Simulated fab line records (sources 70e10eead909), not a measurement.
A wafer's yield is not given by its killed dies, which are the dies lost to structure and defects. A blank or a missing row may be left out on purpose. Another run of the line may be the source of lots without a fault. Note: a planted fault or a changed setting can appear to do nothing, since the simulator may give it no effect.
Matching of chambers	flow nand-harc	NHARC_A_CONTACT_STRIP_82 on rie-diel-10: 4 sister chambers
The step strips in O2. 20 wafers are shown with their chamber, then 10 later ones without.

## EACH WAFER AND ITS CHAMBER
wafer	chamber	showerhead-plenum-p-Torr (Torr)	oes-product-au (a.u.)	rf-vpp-V (V)
L624.1	0	3.56	0.992	59.4
L624.5	3	3.48	1.009	57.9
L624.6	0	3.56	0.995	57.8
L626.1	2	3.73	1.002	57.8
L626.3	1	3.60	1.008	59.5
L626.6	2	3.73	1.010	57.4
L627.3	2	3.73	0.991	57.4
L627.4	1	3.59	0.994	57.2
L627.6	0	3.55	0.986	59.2
L640.3	3	3.47	1.006	56.0
L640.4	2	3.72	0.992	57.8
L640.6	0	3.54	1.015	57.8
L642.3	3	3.47	1.012	57.3
L642.4	1	3.58	0.976	59.3
L642.6	3	3.47	1.007	58.9
L643.3	2	3.71	0.984	58.2
L643.4	3	3.47	1.006	58.4
L643.5	3	3.47	1.014	57.5
L644.1	0	3.54	0.998	59.4
L644.2	1	3.58	0.981	57.7

SIGNATURES, as means of the wafers listed above
reading	chamber 0	chamber 1	chamber 2	chamber 3	scatter within a chamber
showerhead-plenum-p-Torr	3.5500	3.5875	3.7240	3.4717	0.00821
oes-product-au	0.99720	0.98975	0.99580	1.00900	0.00989
rf-vpp-V	58.720	58.425	57.720	57.667	0.877
Rule: a wafer's distance from a chamber is the root of the sum, over the readings, of the square of ((its reading less the chamber's mean) divided by the reading's scatter). If the next closest chamber is less than 2 further off than the closest, the wafer can't be placed; otherwise it belongs to the closest. How the scatter is found: for the shown wafers, subtract from each reading the mean of its chamber, square and add these, divide the total by (wafers less chambers), then take the root.

## WAFERS WITHOUT THEIR CHAMBER
wafer	showerhead-plenum-p-Torr (Torr)	oes-product-au (a.u.)	rf-vpp-V (V)
L644.5	3.58	0.977	57.5
L646.2	3.54	1.016	57.8
L646.3	3.71	0.986	58.5
L646.5	3.54	1.002	57.8
L647.3	3.71	1.007	58.0
L647.4	3.46	1.006	57.2
L647.5	3.71	0.995	58.8
L645.4	3.47	0.997	58.4
L645.5	3.71	0.993	57.1
L645.6	3.46	1.003	57.9

## WHICH CHAMBER EACH WENT THROUGH
wafer	from the rows above	in truth
L644.5	1	1
L646.2	0	0
L646.3	2	2
L646.5	0	0
L647.3	2	2
L647.4	3	3
L647.5	2	2
L645.4	3	3
L645.5	2	2
L645.6	3	3
10 of 10 placed correctly. Not placeable from these rows: 0. Wrongly placed: 0.
